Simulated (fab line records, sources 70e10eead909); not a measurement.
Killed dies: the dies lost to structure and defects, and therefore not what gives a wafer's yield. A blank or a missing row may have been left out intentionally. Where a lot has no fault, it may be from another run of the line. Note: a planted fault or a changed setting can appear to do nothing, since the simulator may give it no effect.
Chamber matching -- flow nand_harc -- 4 sister chambers for NHARC_A_STAIRCASE_TRIM_229 on rie_diel-04
The step chemistry O2, time 211.2 s. 4 wafers are shown with their chamber, then 9 later ones without.

== WAFERS WITH THEIR CHAMBER ==
wafer,chamber,showerhead_plenum_p_Torr (Torr)
L090.2,1,3.36
L089.1,0,3.54
L089.4,2,3.40
L089.6,3,3.75

== WAFERS WHOSE CHAMBER IS MISSING ==
wafer,showerhead_plenum_p_Torr (Torr)
L092.1,3.53
L092.3,3.40
L092.6,3.40
L094.1,3.39
L094.5,3.40
L094.6,3.36
L095.1,3.35
L095.2,3.39
L095.3,3.74

== WHICH CHAMBER EACH ONE RAN IN ==
wafer,from the rows above,in truth
L092.1,0,0
L092.3,2,2
L092.6,2,2
L094.1,2,2
L094.5,2,2
L094.6,1,1
L095.1,1,1
L095.2,2,2
L095.3,3,3
9 of 9 placed correctly. Number that these rows cannot place: 0. 0 placed wrongly.
How it was worked out, from the rows above alone: a wafer's distance from a chamber is the root of the sum, over the readings, of the square of ((its reading less the chamber's mean) divided by the reading's scatter). The wafer belongs to the nearest chamber; if the next one is less than 2 further off, it can't be placed. For every chamber, the mean is computed from those of its wafers that are shown. The scatter: with one shown wafer a chamber, the root of the mean of the squares of how far each hidden wafer lies from its nearest shown one.
